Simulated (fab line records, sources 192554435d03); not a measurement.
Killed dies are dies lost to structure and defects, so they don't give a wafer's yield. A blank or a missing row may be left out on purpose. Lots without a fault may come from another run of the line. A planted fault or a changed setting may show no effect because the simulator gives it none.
Split-lot experiment | flow n5_finfet | 7 lots, 39 wafers read, on a route of 1938 steps

THE SPLIT
At N5_BEOL_M7_ILD_DEP_00 (deposits SiCOH lowk from DEMS/porogen, target thk 179.75 nm, time 33.4 s), the setting time_s was moved away from the recipe's 33.4 s on 6 of the 39 wafers read, by -43.7% to +51.1%. The other wafers ran this setting at the recipe's value.

FROM THE SPLIT TO THE READING: what the file shows between them, 1 step
- N5_BEOL_M7_CURE_74: cures SiCOH lowk, time 240 s

THE READING
M7_ILD_THK, in nm, at N5_BEOL_M7_THK_MEAS_01. Fault-free wafers of this fab line usually give 154.3 nm, standard deviation 1.9 nm.

wafer  | tool, chamber at the split | time_s as run, s | against the recipe | M7_ILD_THK, nm | against lot-mates on the recipe
L076.1 | pecvd-01, 1                | 33.4             | recipe             | 153.0          | -
L076.2 | pecvd-01, 0                | 33.4             | recipe             | 154.3          | -
L076.3 | pecvd-01, 1                | 18.79            | -43.7%             | 88.6           | -65.8
L076.4 | pecvd-01, 0                | 33.4             | recipe             | 155.8          | -
L076.5 | pecvd-01, 0                | 18.79            | -43.7%             | 90.0           | -64.4
L076.6 | pecvd-01, 1                | 18.79            | -43.7%             | 85.8           | -68.6
L079.1 | pecvd-01, 1                | 33.4             | recipe             | 153.2          | -
L079.2 | pecvd-01, 2                | 33.4             | recipe             | 155.3          | -
L079.3 | pecvd-01, 0                | 33.4             | recipe             | 152.2          | -
L079.4 | pecvd-01, 1                | 33.4             | recipe             | 153.3          | -
L079.5 | pecvd-01, 2                | 33.4             | recipe             | 157.8          | -
L079.6 | pecvd-01, 0                | 33.4             | recipe             | 155.8          | -
L085.1 | pecvd-03, 0                | 33.4             | recipe             | 151.7          | -
L085.2 | pecvd-03, 1                | 33.4             | recipe             | 150.3          | -
L085.3 | pecvd-03, 2,1              | 33.4             | recipe             | 151.8          | -
L085.4 | pecvd-03, 0                | 33.4             | recipe             | 153.3          | -
L085.5 | pecvd-03, 2,1              | 33.4             | recipe             | 151.7          | -
L085.6 | pecvd-03, 2                | 33.4             | recipe             | 154.8          | -
L083.1 | pecvd-03, 2                | 33.4             | recipe             | 152.7          | -
L083.2 | pecvd-03, 1                | 33.4             | recipe             | 149.6          | -
L083.3 | pecvd-03, 0                | 33.4             | recipe             | 152.2          | -
L083.4 | pecvd-03, 1                | 33.4             | recipe             | 153.9          | -
L083.5 | pecvd-03, 0                | 33.4             | recipe             | 153.3          | -
L083.6 | pecvd-03, 2                | 33.4             | recipe             | 156.6          | -
L084.1 | pecvd-01, 2                | 33.4             | recipe             | 153.3          | -
L084.2 | pecvd-01, 0                | 33.4             | recipe             | 154.6          | -
L084.3 | pecvd-01, 1                | 50.47            | +51.1%             | 231.0          | +76.7
L084.4 | pecvd-01, 0                | 50.47            | +51.1%             | 234.5          | +80.2
L084.5 | pecvd-01, 2                | 33.4             | recipe             | 155.1          | -
L084.6 | pecvd-01, 1                | 50.47            | +51.1%             | 235.1          | +80.8
L094.1 | pecvd-03, 2                | 33.4             | recipe             | 153.0          | -
L094.3 | pecvd-03, 0                | 33.4             | recipe             | 152.5          | -
L094.5 | pecvd-03, 0                | 33.4             | recipe             | 154.8          | -
L095.1 | pecvd-01, 2                | 33.4             | recipe             | 154.6          | -
L095.2 | pecvd-01, 0                | 33.4             | recipe             | 156.5          | -
L095.3 | pecvd-01, 2                | 33.4             | recipe             | 156.2          | -
L095.4 | pecvd-01, 0                | 33.4             | recipe             | 157.4          | -
L095.5 | pecvd-01, 0                | 33.4             | recipe             | 158.2          | -
L095.6 | pecvd-01, 2                | 33.4             | recipe             | 156.0          | -
Where a row lists several chambers, the file gives one row for several wafers and doesn't say which wafer went through which chamber.

THE FIT
A straight line over all 39 wafers: M7_ILD_THK changes by +1.53 nm for each +1% of time_s; r = +1.00; the points scatter about the line by 2.1 nm.
The same after taking each lot's own level away (the mean of its wafers on the recipe; 39 wafers): +1.53 nm for each +1%; r = +1.00; scatter 1.6 nm.
On that fit, the largest move of time_s shifts the reading by 78 nm.
The lots' own levels span 152.27 to 156.48 nm, that is 2.2 times the standard deviation above.
So the lot-to-lot level changes the slope little: the two slopes agree.
Check: with one of the wafers moved furthest among these (+51.1%) left out of the fit, the line predicts +79.1 nm for it against its lot-mates. It came out at +76.7 nm against them.

OTHER SPLITS ON THESE WAFERS
These wafers also went through other splits before the reading. Each is held against what the fit with the lots' levels taken away leaves over:
other split on the same wafers           | wafers away from the commonest value | r with M7_ILD_THK (lot level and that fit taken away)
N5_BEOL_M5_TRENCH_ETCH_37 target_depth_a | 6                                    | +0.29

THE WHOLE CHAIN: every reading that the file lists as answering this split, in the file's order
step                   | what it does                                                             | reading                                                                                  | change (the file's fit)              | r (the file's)
N5_BEOL_M7_ILD_DEP_00  | deposits SiCOH lowk from DEMS/porogen, target thk 179.75 nm, time 33.4 s | SiCOH_lowk_of_BEOL_M7_ILD_DEP_00.thk_nm (the simulator's own value, which no gauge read) | +1.76 nm for each +1% of the setting | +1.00
N5_BEOL_M7_CURE_74     | cures SiCOH lowk, time 240 s                                             | SiCOH_lowk_of_BEOL_M7_ILD_DEP_00.thk_nm (the simulator's own value, which no gauge read) | +1.53 nm for each +1% of the setting | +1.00
N5_BEOL_M7_THK_MEAS_01 |                                                                          | M7_ILD_THK                                                                               | +1.53 for each +1% of the setting    | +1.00

THE FILE'S OWN FIT
M7_ILD_THK changes by +1.53 nm for each +1% of time_s, r = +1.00.
